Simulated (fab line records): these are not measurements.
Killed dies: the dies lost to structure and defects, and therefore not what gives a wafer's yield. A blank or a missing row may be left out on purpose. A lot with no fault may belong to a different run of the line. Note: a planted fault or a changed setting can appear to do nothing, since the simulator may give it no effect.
Chamber matching | flow n5_finfet | 3 sister chambers for N5_BEOL_M11_DEP_56 on pecvd-02
The step deposits SiCN from 3MS/NH3, target thk 30 nm, time 10.5 s. 3 wafers are shown with their chamber, then 9 later ones without.

## EACH WAFER AND ITS CHAMBER
wafer  | chamber | throttle_valve_pct (%)
L081.6 | 1       | 18.3
L085.3 | 0       | 17.9
L085.6 | 2       | 17.4

## WAFERS WITH NO CHAMBER GIVEN
wafer  | throttle_valve_pct (%)
L086.2 | 17.7
L086.5 | 18.4
L086.6 | 17.9
L087.1 | 18.6
L087.2 | 17.7
L087.6 | 17.4
L095.2 | 17.6
L095.3 | 18.5
L095.4 | 17.7

## THE CHAMBER EACH PASSED THROUGH
wafer  | from the rows above     | in truth
L086.2 | can't be placed: 0 or 2 | 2
L086.5 | 1                       | 1
L086.6 | 0                       | 0
L087.1 | 1                       | 1
L087.2 | can't be placed: 0 or 2 | 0
L087.6 | 2                       | 2
L095.2 | can't be placed: 2 or 0 | 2
L095.3 | 1                       | 1
L095.4 | can't be placed: 0 or 2 | 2
Correctly placed: 5 of 9. These rows do not allow placing 4 (true chamber among the candidates in 4). 0 placed wrongly.
How it was worked out, from the rows above alone: a wafer's distance from a chamber is the root of the sum, over the readings, of the square of ((its reading less the chamber's mean) divided by the reading's scatter). If the next closest chamber is less than 2 further off than the closest, the wafer can't be placed; otherwise it belongs to the closest. A chamber's mean is the mean of its shown wafers. The scatter: root of mean squared gap, hidden wafer to nearest shown wafer, with one shown wafer a chamber.
